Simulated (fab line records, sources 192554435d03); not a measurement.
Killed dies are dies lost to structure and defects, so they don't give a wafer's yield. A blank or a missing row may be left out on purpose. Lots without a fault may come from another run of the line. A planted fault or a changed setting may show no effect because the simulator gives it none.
Chamber matching | flow n5_finfet | N5_BEOL_M9_CURE_71 on uv_cure-01: 3 sister chambers
The step cures SiCOH lowk, time 240 s. 3 wafers are shown with their chamber, then 12 later ones without.

WAFERS WITH THEIR CHAMBER
wafer  | chamber | wafer_temp_C_max
L080.5 | 1       | 386.4
L089.6 | 2       | 386.5
L087.5 | 0       | 387.0

WAFERS WITHOUT THEIR CHAMBER
wafer  | wafer_temp_C_max
L092.2 | 387.1
L092.4 | 386.0
L092.6 | 387.4
L094.1 | 386.3
L094.2 | 386.0
L094.4 | 386.1
L095.4 | 386.2
L095.5 | 386.0
L095.6 | 385.9
L096.1 | 386.5
L096.3 | 387.1
L096.5 | 386.4

WHICH CHAMBER EACH WENT THROUGH
wafer  | from the rows above          | in truth
L092.2 | can't be placed: 0 or 2      | 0
L092.4 | can't be placed: 1 or 2      | 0
L092.6 | can't be placed: 0 or 2      | 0
L094.1 | can't be placed: 1 or 2      | 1
L094.2 | can't be placed: 1 or 2      | 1
L094.4 | can't be placed: 1 or 2      | 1
L095.4 | can't be placed: 1 or 2      | 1
L095.5 | can't be placed: 1 or 2      | 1
L095.6 | can't be placed: 1 or 2      | 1
L096.1 | can't be placed: 2 or 1 or 0 | 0
L096.3 | can't be placed: 0 or 2      | 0
L096.5 | can't be placed: 1 or 2      | 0
Placed correctly: 0 of 12. Can't be placed from these rows: 12 (the true chamber is among the candidates in 10). Placed wrongly: 0.
How it was worked out, from the rows above alone: a wafer's distance from a chamber is the root of the sum, over the readings, of the square of ((its reading less the chamber's mean) divided by the reading's scatter). The wafer belongs to the nearest chamber; if the next one is less than 2 further off, it can't be placed. A chamber's mean is the mean of its shown wafers. The scatter: with one shown wafer a chamber, the root of the mean of the squares of how far each hidden wafer lies from its nearest shown one.
